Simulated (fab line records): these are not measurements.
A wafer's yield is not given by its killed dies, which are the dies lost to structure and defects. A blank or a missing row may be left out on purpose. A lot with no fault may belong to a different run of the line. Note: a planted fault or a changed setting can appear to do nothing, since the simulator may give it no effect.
fab line records	flow n5-finfet
[record] lots = 7	wafers = 39
route steps=1938 shown DUMMY_GATE@228 SD_EPI_N@275 MOL_CONTACT_COAG@581
start-h: start of the lot's first displayed wafer, in hours after the record's first day	wait-h: time in hours since the lot's previous step	" identical to the entry in the row above	L1.1+2: a row that stands for several wafers	- either no value or no given start	* or withheld: withheld	< > ~ a bound
route shown NAME@n: names a module that has steps shown in the file, with the first one's number in the route	usual: the fault-free wafers' mean and standard deviation	same: alike in all rows	chamber/n: place in a boat	sites: per-site readings	_std_site: their standard deviation	_edge_site: inner sites' mean taken away from outer sites' mean	radius-mm: how far each site lies from the wafer's centre	mask NAME#n: copy n	behind: tool/chamber where the wafer was last shaped	hold: cause of the lot's hold/its duration in hours/its outcome	device: the n, p or np transistor that did not switch	end of line: the route-end tests of the same wafers	a step with no rows: only its recipe	killed: not the wafer's yield, but the dies lost to structure and defects at the first sort	map: a wafer's dies, x killed, . not, _ none there
set.NAME: the setting that was run; set.NAME@STEP: the one run at that earlier step	model.NAME: the simulator's own value behind a step, which no gauge read
lots whose settings were changed on purpose; a table a step, a row a wafer
[[steps]]
[step N5_DUMMY_GATE_EXPOSE_12]
[recipe] mask-id = GATE	na = 0.33	source-shape = annular	sigma-inner = 0.2	sigma-outer = 0.6	polarization = unpolarized	target-cd-nm = 25	dose-mj = 34
lot.wafer	tool	chamber	start-h	wait-h	mask	set.dose-mj
L081.1+2+6	euv-scanner-02	0	89.79	-	GATE#0	35.63
L081.3+4+5	"	0	"	"	GATE#0	34
L087.1+2+3+4+5+6	euv-scanner-01	0	125.77	-	GATE#0	34
L089.1+4+6	euv-scanner-01	0	139.67	-	GATE#0	35.22
L089.2+3+5	"	0	"	"	GATE#0	34
L090.1+2+6	euv-scanner-02	0	142.97	-	GATE#0	35.37
L090.3+4+5	"	0	"	"	GATE#0	34
L092.1+3+4	euv-scanner-02	0	155.67	-	GATE#0	35.59
L092.2+5+6	"	0	"	"	GATE#0	34
L093.1+2+3+4+5+6	euv-scanner-02	0	164.22	-	GATE#0	34
L094.2+5+6	euv-scanner-01	0	167.78	-	GATE#0	34
[step N5_DUMMY_GATE_PEB_13]
[recipe] peb-temp-c = 100	peb-time-s = 60	resist = CAR-EUV
[step N5_DUMMY_GATE_DEVELOP_14]
[recipe] develop-time-s = 30	developer = TMAH	resist = CAR-EUV	rinse-liquid = surfactant-rinse	dry = air-spin	dev-temp-c = 23
[step N5_DUMMY_GATE_CD_MEAS_15]
[recipe] target-cd-nm = 25.8	landing-energy-ev = 500	detector = se-inlens
[usual] cd-nm = 25.03/0.23
lot.wafer	tool	chamber	start-h	wait-h	set.dose-mj@DUMMY_GATE_EXPOSE_12	cd-nm
L081.1	cd-sem-01	0	89.93	-	35.63	24.07
L081.2	"	0	"	"	35.63	24.22
L081.3	"	0	"	"	34	24.96
L081.4	"	0	"	"	34	24.94
L081.5	"	0	"	"	34	25.12
L081.6	"	0	"	"	35.63	24.12
L087.1	cd-sem-03	0	125.90	-	34	25.25
L087.2	"	0	"	"	34	25.45
L087.3	"	0	"	"	34	24.54
L087.4	"	0	"	"	34	25.01
L087.5	"	0	"	"	34	25.28
L087.6	"	0	"	"	34	25.29
L089.1	cd-sem-01	0	139.80	-	35.22	24.22
L089.2	"	0	"	"	34	24.86
L089.3	"	0	"	"	34	25.14
L089.4	"	0	"	"	35.22	24.53
L089.5	"	0	"	"	34	25.28
L089.6	"	0	"	"	35.22	24.23
L090.1	cd-sem-02	0	143.10	-	35.37	24.22
L090.2	"	0	"	"	35.37	24.36
L090.3	"	0	"	"	34	24.89
L090.4	"	0	"	"	34	25.00
L090.5	"	0	"	"	34	25.20
L090.6	"	0	"	"	35.37	24.32
L092.1	cd-sem-01	0	155.80	-	35.59	24.15
L092.2	"	0	"	"	34	24.60
L092.3	"	0	"	"	35.59	23.96
L092.4	"	0	"	"	35.59	24.12
L092.5	"	0	"	"	34	24.89
L092.6	"	0	"	"	34	24.78
L093.1	cd-sem-01	0	164.34	-	34	25.28
L093.2	"	0	"	"	34	24.79
L093.3	"	0	"	"	34	24.68
L093.4	"	0	"	"	34	25.18
L093.5	"	0	"	"	34	25.07
L093.6	"	0	"	"	34	24.95
L094.2	cd-sem-01	0	167.90	-	34	25.18
L094.5	"	0	"	"	34	25.08
L094.6	"	0	"	"	34	24.85
[step N5_DUMMY_GATE_ETCH_32]
[recipe] chemistry = CF4	target = SiO2	target-depth-a = 35	time-s = 3.9	ion-energy-ev = 350	pressure-mtorr = 10	icp-w = 800	bias-w = 400	cf4-flow-sccm = 80
lot.wafer	tool	chamber	start-h	wait-h	set.time-s	model.etch.depth-nm
L081.1	rie-si-04	0	90.92	0.1	3.426	3.005
L081.2	"	1	"	"	3.9	3.502
L081.3	"	1	"	"	3.9	3.517
L081.4	"	0	"	"	3.9	3.425
L081.5	"	1	"	"	3.426	3.09
L081.6	"	0	"	"	3.426	3.027
L087.1	rie-si-06	3	126.98	0.1	3.557	3.09
L087.2	"	2	"	"	3.9	3.576
L087.3	"	1	"	"	3.557	3.111
L087.4	"	0	"	"	3.9	3.414
L087.5	"	2	"	"	3.9	3.588
L087.6	"	1	"	"	3.557	3.086
L089.1	rie-si-06	1	143.43	0.1	3.9	3.406
L089.2	"	0	"	"	3.9	3.398
L089.3	"	3	"	"	3.9	3.36
L089.4	"	2	"	"	3.179	2.918
L089.5	"	2	"	"	3.179	2.922
L089.6	"	3	"	"	3.179	2.726
L090.1	rie-si-04	3	145.58	0.1	3.443	3.097
L090.2	"	0	"	"	3.443	3.02
L090.3	"	2	"	"	3.9	3.573
L090.4	"	1	"	"	3.443	3.042
L090.5	"	0	"	"	3.9	3.399
L090.6	"	3	"	"	3.9	3.514
L092.1	rie-si-06	1	156.81	0.1	3.9	3.431
L092.2	"	3	"	"	3.253	2.831
L092.3	"	0	"	"	3.253	2.876
L092.4	"	2	"	"	3.9	3.623
L092.5	"	0	"	"	3.9	3.457
L092.6	"	3	"	"	3.253	2.818
L093.1	rie-si-04	0	165.25	0.1	3.9	3.434
L093.2	"	2	"	"	3.9	3.586
L093.3	"	3	"	"	4.509	4.064
L093.4	"	1	"	"	4.509	3.991
L093.5	"	3	"	"	4.509	4.088
L093.6	"	0	"	"	3.9	3.404
L094.2	rie-si-04	1	168.70	0.1	3.9	3.462
L094.5	"	1	"	"	3.9	3.458
L094.6	"	2	"	"	3.9	3.606
[step N5_SD_EPI_N_ETCH_35]
[recipe] chemistry = N2/H2	target = SOC	overetch-a = 1080	mask-material = SiARC	temp-c = 40	ion-energy-ev = 100	source-w = 3000	bias-w = 133	pressure-mtorr = 20	time-s = 486	n2-flow-sccm = 200	h2-flow-sccm = 200
[usual] rf-vpp-V = 240.6/1.4
lot.wafer	tool	chamber	start-h	wait-h	set.source-w	rf-vpp-V	model.SiARC_of_SD_EPI_N_COAT_33.thk-nm
L081.1	rie-diel-05	2	92.77	0.1	3000	242.5	19
L081.2	"	3	"	"	3000	239.3	19.6
L081.3	"	3	"	"	2530	253.5	21.4
L081.4	"	2	"	"	2530	256.6	21
L081.5	"	3	"	"	3000	240.8	19.6
L081.6	"	2	"	"	2530	256.4	21
L087.1	rie-diel-05	0	128.78	0.0	3000	241.5	19.8
L087.2	"	2	"	"	3000	240.8	19.2
L087.3	"	3	"	"	3000	238.1	19.6
L087.4	"	0	"	"	3000	241.0	20
L087.5	"	3	"	"	3000	239.3	19.8
L087.6	"	2	"	"	3000	243.1	19.2
L089.1	rie-diel-01	1	145.17	0.0	3000	239.3	19.4
L089.2	"	3	"	"	3000	237.4	19.8
L089.3	"	0	"	"	3000	239.7	20.2
L089.4	"	2	"	"	3000	241.3	20
L089.5	"	3	"	"	3000	237.3	20
L089.6	"	2	"	"	3000	242.7	20
L090.1	rie-diel-05	1	147.36	0.0	3000	239.5	19.8
L090.2	"	2	"	"	3000	242.2	19.4
L090.3	"	0	"	"	3000	241.9	20
L090.4	"	1	"	"	3000	240.4	19.8
L090.5	"	0	"	"	3000	242.1	20
L090.6	"	2	"	"	3000	240.5	19.2
L092.1	rie-diel-03	3	158.54	0.0	3000	241.8	19.8
L092.2	"	1	"	"	2601	252.6	21.6
L092.3	"	0	"	"	2601	252.8	21.4
L092.4	"	3	"	"	2601	253.1	21.4
L092.5	"	1	"	"	3000	241.8	20
L092.6	"	0	"	"	3000	241.4	19.8
L093.1	rie-diel-03	3	167.59	0.0	3000	240.2	19.8
L093.2	"	0	"	"	3157	235.7	19.2
L093.3	"	1	"	"	3157	238.2	19.4
L093.4	"	2	"	"	3000	241.2	19.4
L093.5	"	0	"	"	3000	239.3	19.8
L093.6	"	1	"	"	3157	237.7	19.4
L094.2	rie-diel-01	2	170.45	0.0	3000	242.5	20
L094.5	"	2	"	"	3000	242.7	20
L094.6	"	3	"	"	3000	237.5	19.6
[step N5_MOL_CONTACT_COAG_ETCH_91]
[recipe] chemistry = N2/H2	target = SOC	target-depth-a = 600	overetch-a = 210	mask-material = SiARC	temp-c = 40	time-s = 101.2	ion-energy-ev = 200	pressure-mtorr = 30	source-w = 840	bias-w = 150	n2-flow-sccm = 200	h2-flow-sccm = 200
lot.wafer	tool	chamber	start-h	wait-h	set.time-s	model.SiARC_of_MOL_CONTACT_COAG_COAT_76.thk-nm
L081.1+3	rie-diel-01	3,1	139.23	0.0	110.2	5.4
L081.2+5	"	2,1	"	"	101.2	5.8
L081.4	"	0	"	"	110.2	5.8
L081.6	"	0	"	"	101.2	6
L087.1+5	rie-diel-05	3,1	176.37	0.0	101.2	5.8
L087.2	"	2	"	"	110.6	5.2
L087.3	"	1	"	"	110.6	5.4
L087.4	"	0	"	"	110.6	5.6
L087.6	"	2	"	"	101.2	5.6
L089.1+5	rie-diel-01	0	192.97	0.0	82.88	6.8
L089.2	"	1	"	"	101.2	5.6
L089.3+6	"	3,1	"	"	101.2	5.8
L089.4	"	2	"	"	82.88	6.6
L090.1+6	rie-diel-03	3,0	198.82	0.0	101.2	5.8
L090.2	"	1	"	"	117.4	5.4
L090.3+4	"	2,0	"	"	117.4	5.2
L090.5	"	1	"	"	101.2	6
L092.1+2+4+5	rie-diel-03	2,0,3,0	207.39	0.0	101.2	5.8
L092.3	"	1	"	"	101.2	6
L092.6	"	3	"	"	101.2	5.6
L093.1+2+5+6	rie-diel-03	0,2,0,3	214.61	0.0	101.2	5.8
L093.3	"	3	"	"	101.2	5.6
L093.4	"	1	"	"	101.2	6
L094.2+5	rie-diel-03	3,0	219.50	0.0	101.2	5.8
L094.6	"	1	"	"	101.2	6
[[key]]
[split] step = N5_DUMMY_GATE_EXPOSE_12	setting = dose-mj	stated = 34	by = wafer
[response] step = N5_DUMMY_GATE_CD_MEAS_15	reading = cd-nm	change = -0.176	per = 1%	r = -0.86
[split] step = N5_DUMMY_GATE_ETCH_32	setting = time-s	stated = 3.9	by = wafer
[response] step = N5_DUMMY_GATE_ETCH_32	reading = model.etch.depth-nm	change = +0.0361	per = 1%	r = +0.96
[split] step = N5_SD_EPI_N_ETCH_35	setting = source-w	stated = 3000	by = wafer
[response] step = N5_SD_EPI_N_ETCH_35	reading = rf-vpp-V	change = -0.875	per = 1%	r = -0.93
[response] step = N5_SD_EPI_N_ETCH_35	reading = model.SiARC_of_SD_EPI_N_COAT_33.thk-nm	change = -0.112	per = 1%	r = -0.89
[split] step = N5_MOL_CONTACT_COAG_ETCH_91	setting = time-s	stated = 101.2	by = wafer
[response] step = N5_MOL_CONTACT_COAG_ETCH_91	reading = model.SiARC_of_MOL_CONTACT_COAG_COAT_76.thk-nm	change = -0.0451	per = 1%	r = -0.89
